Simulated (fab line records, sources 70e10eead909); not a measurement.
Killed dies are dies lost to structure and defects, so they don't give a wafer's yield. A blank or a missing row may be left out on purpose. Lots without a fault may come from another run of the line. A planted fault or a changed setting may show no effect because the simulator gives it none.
Which tool did it? | flow nand_harc | 6 lots, 18 wafers sampled, at 5 steps of a route of 1159

WHAT THE GAUGES READ, wafer by wafer
NHARC_END_SORT_01.
lot  | measured     | on        | sort_bin_2_pct (%)
L287 | day 20 05:19 | prober-02 | 1.8 0.9 1.5
L290 | day 20 01:05 | prober-01 | 0.4 0.1 0.6
L295 | day 21 17:44 | prober-02 | 1.5 1.2 1.9
L294 | day 21 09:10 | prober-01 | 1.3 1.0 0.7
L302 | day 23 07:44 | prober-01 | 6.2 6.1 6.1
L309 | day 24 17:16 | prober-02 | 1.5 1.8 2.2

WHICH TOOL RAN EACH LOT (tool, then ch and the chambers of the sampled wafers, then the start)
lot  | NHARC_P_M0_DEP_32              | NHARC_P_M1_ANNEAL_31             | NHARC_P_M1_CMP_23             | NHARC_P_M1_DEP_33
L287 | pecvd-04 ch 1,2, day 6 14:14   | rtp_anneal-01 ch 0, day 6 17:21  | cmp-01 ch 0,1,3, day 6 17:44  | pecvd-01 ch 0,1,2, day 6 18:19
L290 | pecvd-01 ch 1,2, day 6 22:26   | rtp_anneal-02 ch 0, day 7 01:41  | cmp-01 ch 1,2, day 7 01:59    | pecvd-04 ch 0,1,2, day 7 02:37
L295 | pecvd-04 ch 0,1,2, day 8 00:06 | rtp_anneal-01 ch 0, day 8 03:15  | cmp-04 ch 0,1,2, day 8 03:35  | pecvd-02 ch 0,2, day 8 04:10
L294 | pecvd-01 ch 0,1, day 8 02:42   | rtp_anneal-02 ch 0, day 8 05:52  | cmp-02 ch 0,2,3, day 8 06:12  | pecvd-04 ch 0,1,2, day 8 06:50
L302 | pecvd-01 ch 0,2, day 10 03:41  | rtp_anneal-02, day 10 07:37      | cmp-01 ch 1,2, day 10 07:53   | pecvd-02 ch 0,2, day 10 08:34
L309 | pecvd-02 ch 0,1, day 11 15:12  | rtp_anneal-02 ch 0, day 11 18:51 | cmp-04 ch 0,1,3, day 11 19:11 | pecvd-01 ch 0,1, day 11 19:58
- NHARC_P_M0_DEP_32: deposits SiCN, target thk 30 nm.
- NHARC_P_M1_ANNEAL_31: time 90 s.
- NHARC_P_M1_CMP_23: polishes, t overpolish 20 s, target thk 157.82 nm.
- NHARC_P_M1_DEP_33: deposits SiCN, target thk 30 nm.

THE ANSWER, worked out from the rows above alone
Rule: what is usual is taken from the lots themselves. Put in order of their means at a reading, lots are off if they are a third of the lots or fewer, leave a main group of 4 or more, and stand apart from it by a gap of 3 or more times the standard deviation of the main group's means; of several such gaps the widest counts. A main group whose means are all the same, to the digits that the tables above print for the reading, isn't used. A lot without any number at a reading at which 4 lots or more have one is off too. The other lots that the step has rows for count as sound.
Off: L302, at NHARC_END_SORT_01 (sort_bin_2_pct). The main group: mean 1.2 %, standard deviation 0.51.
A tool fits if, at a process step before that reading, it ran every lot that is off, and no sound lot after the first of them. The gauges at NHARC_END_SORT_01 are tried like those tools. Can't be told from this: 4 tools fit, pecvd-01 at NHARC_P_M0_DEP_32, cmp-01 at NHARC_P_M1_CMP_23, pecvd-02 at NHARC_P_M1_DEP_33, prober-01 at NHARC_END_SORT_01.

WHAT THE SIMULATOR HAD PUT IN
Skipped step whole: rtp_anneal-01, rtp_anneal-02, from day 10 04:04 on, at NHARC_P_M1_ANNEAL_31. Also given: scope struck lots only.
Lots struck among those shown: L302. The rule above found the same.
